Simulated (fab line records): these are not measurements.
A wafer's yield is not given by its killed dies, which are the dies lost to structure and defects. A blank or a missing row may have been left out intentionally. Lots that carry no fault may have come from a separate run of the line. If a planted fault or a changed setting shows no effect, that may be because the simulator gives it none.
Chamber matching    flow n5-finfet    4 sister chambers for N5_SD_EPI_P_ETCH_36 on rie-diel-06
The step etches SiARC in CF4, target depth 45.5 nm, time 75.8 s. 18 wafers are shown with their chamber, then 9 later ones without.

== WAFERS, EACH WITH ITS CHAMBER ==
wafer   chamber  drypump-motor-current-A (A)  showerhead-plenum-p-Torr (Torr)  throttle-valve-pct (%)
L074.2  0        5.2                          2.06                             15.55
L074.3  2        5.9                          2.12                             15.91
L074.4  2        5.9                          2.12                             15.92
L075.2  0        5.1                          2.06                             15.56
L075.4  1        6.6                          2.27                             15.18
L075.5  3        6.5                          2.24                             15.40
L077.1  2        5.9                          2.12                             15.92
L077.4  0        5.1                          2.06                             15.56
L077.6  0        5.1                          2.06                             15.57
L080.1  2        5.9                          2.12                             15.93
L080.2  3        6.5                          2.23                             15.43
L080.4  1        6.6                          2.27                             15.21
L083.1  1        6.6                          2.27                             15.22
L083.2  2        5.9                          2.12                             15.94
L083.4  0        5.1                          2.05                             15.60
L085.2  3        6.5                          2.23                             15.45
L085.3  0        5.1                          2.05                             15.61
L085.6  0        5.1                          2.05                             15.60

SIGNATURES (averages over the wafers above)
reading                   chamber 0  chamber 1  chamber 2  chamber 3  scatter within a chamber
drypump-motor-current-A   5.114      6.600      5.900      6.500      0.0247
showerhead-plenum-p-Torr  2.0557     2.2700     2.1200     2.2333     0.00412
throttle-valve-pct        15.5786    15.2033    15.9240    15.4267    0.0209
Rule: a wafer's distance from a chamber is the root of the sum, over the readings, of the square of ((its reading less the chamber's mean) divided by the reading's scatter). The wafer belongs to the nearest chamber; if the next one is less than 2 further off, it can't be placed. How the scatter is found: for the shown wafers, subtract from each reading the mean of its chamber, square and add these, divide the total by (wafers less chambers), then take the root.

== WAFERS MISSING THEIR CHAMBER ==
wafer   drypump-motor-current-A (A)  showerhead-plenum-p-Torr (Torr)  throttle-valve-pct (%)
L086.2  5.1                          2.05                             15.59
L086.3  6.5                          2.23                             15.45
L086.4  6.6                          2.27                             15.20
L092.1  5.1                          2.05                             15.61
L092.2  5.9                          2.11                             15.97
L092.5  6.5                          2.22                             15.46
L094.2  5.9                          2.11                             15.99
L094.5  6.4                          2.22                             15.47
L094.6  5.8                          2.11                             15.98

== WHICH CHAMBER EACH ONE RAN IN ==
wafer   from the rows above  in truth
L086.2  0                    0
L086.3  3                    3
L086.4  1                    1
L092.1  0                    0
L092.2  2                    2
L092.5  3                    3
L094.2  2                    2
L094.5  3                    3
L094.6  2                    2
9 of 9 placed correctly. Number that these rows cannot place: 0. Wrongly placed: 0.
